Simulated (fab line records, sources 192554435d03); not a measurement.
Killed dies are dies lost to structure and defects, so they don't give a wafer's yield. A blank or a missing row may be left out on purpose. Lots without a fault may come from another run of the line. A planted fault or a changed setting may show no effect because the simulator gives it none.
Split-lot experiment | flow n5_finfet | 7 lots, 21 wafers read, on a route of 1938 steps

THE SPLIT
At N5_BEOL_M15_TRENCH_ETCH_34 (etches SiO2 in C4F8/O2/Ar, target depth 872.93 nm, time 199 s), the setting bias_w was moved away from the recipe's 2040 W on 9 of the 21 wafers read, by -7.8% to +17.5%. The other wafers ran this setting at the recipe's value.

The reading is taken at the split's own step.

THE READING
rf_vpp_V, in V, at N5_BEOL_M15_TRENCH_ETCH_34 (etches SiO2 in C4F8/O2/Ar, target depth 872.93 nm, time 199 s). Fault-free wafers of this fab line usually give 2221 V, standard deviation 18 V.

wafer  | tool, chamber at the split | bias_w as run, W | against the recipe | rf_vpp_V, V | against lot-mates on the recipe
L074.1 | rie_diel-03, 0             | 2188             | +7.3%              | 2338        | +103
L074.2 | rie_diel-03, 3             | 2040             | recipe             | 2235        | -
L074.6 | rie_diel-03, 3             | 2040             | recipe             | 2235        | -
L076.1 | rie_diel-03, 0             | 2398             | +17.5%             | 2489        | +267
L076.3 | rie_diel-03, 2             | 2040             | recipe             | 2222        | -
L076.6 | rie_diel-03, 0             | 2398             | +17.5%             | 2492        | +270
L079.2 | rie_diel-05, 3             | 2209             | +8.3%              | 2363        | +127
L079.4 | rie_diel-05, 3             | 2209             | +8.3%              | 2361        | +125
L079.6 | rie_diel-05, 1             | 2040             | recipe             | 2236        | -
L081.3 | rie_diel-05, 3             | 2040             | recipe             | 2235        | -
L081.4 | rie_diel-05, 3             | 2040             | recipe             | 2235        | -
L081.6 | rie_diel-05, 2             | 2040             | recipe             | 2224        | -
L095.1 | rie_diel-05, 1             | 1880             | -7.8%              | 2107        | -104
L095.4 | rie_diel-05, 0             | 2040             | recipe             | 2211        | -
L095.5 | rie_diel-05, 2             | 1880             | -7.8%              | 2099        | -112
L097.1 | rie_diel-03, 2             | 2040             | recipe             | 2257        | -
L097.2 | rie_diel-03, 3             | 2040             | recipe             | 2234        | -
L097.5 | rie_diel-03, 1             | 1897             | -7.0%              | 2091        | -154
L094.1 | rie_diel-03, 1             | 2040             | recipe             | 2201        | -
L094.3 | rie_diel-03, 2             | 2271             | +11.3%             | 2430        | +200
L094.6 | rie_diel-03, 2             | 2040             | recipe             | 2259        | -

THE FIT
A straight line over all 21 wafers: rf_vpp_V changes by +15.7 V for each +1% of bias_w; r = +0.99; the points scatter about the line by 16 V.
The same after taking each lot's own level away (the mean of its wafers on the recipe; 21 wafers): +15.7 V for each +1%; r = +0.99; scatter 17 V.
On that fit, the largest move of bias_w shifts the reading by 2.8e+02 V.
The lots' own levels span 2211.0 to 2245.5 V, that is 1.9 times the standard deviation above.
So the lot-to-lot level changes the slope little: the two slopes agree.
Check: with one of the wafers moved furthest among these (+17.5%) left out of the fit, the line predicts +277 V for it against its lot-mates. It came out at +267 V against them.
Tool readings at the split's step, against how far the setting was moved: rf_vpp_V r = +0.99.

OTHER SPLITS ON THESE WAFERS
These wafers also went through other splits before the reading. Each is held against what the fit with the lots' levels taken away leaves over:
other split on the same wafers | wafers away from the commonest value | r with rf_vpp_V (lot level and that fit taken away)
N5_BEOL_M13_EXPOSE_25 dose_mj  | 4                                    | -0.02
N5_BEOL_M13_ETCH_68 time_s     | 8                                    | -0.17
N5_BEOL_M13_SPUTTER_44 time_s  | 8                                    | -0.07
N5_BEOL_M14_ILD_DEP_00 temp_c  | 9                                    | -0.04
N5_BEOL_M15_PEB_26 peb_time_s  | 5                                    | +0.06

THE WHOLE CHAIN: every reading that the file lists as answering this split, in the file's order
step                       | what it does                                                  | reading                                                        | change (the file's fit)              | r (the file's)
N5_BEOL_M15_TRENCH_ETCH_34 | etches SiO2 in C4F8/O2/Ar, target depth 872.93 nm, time 199 s | rf_vpp_V                                                       | +16 V for each +1% of the setting    | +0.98
N5_BEOL_M15_TRENCH_ETCH_34 | etches SiO2 in C4F8/O2/Ar, target depth 872.93 nm, time 199 s | etch.depth_nm (the simulator's own value, which no gauge read) | +2.59 nm for each +1% of the setting | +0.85

THE FILE'S OWN FIT
rf_vpp_V changes by +16 V for each +1% of bias_w, r = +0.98.
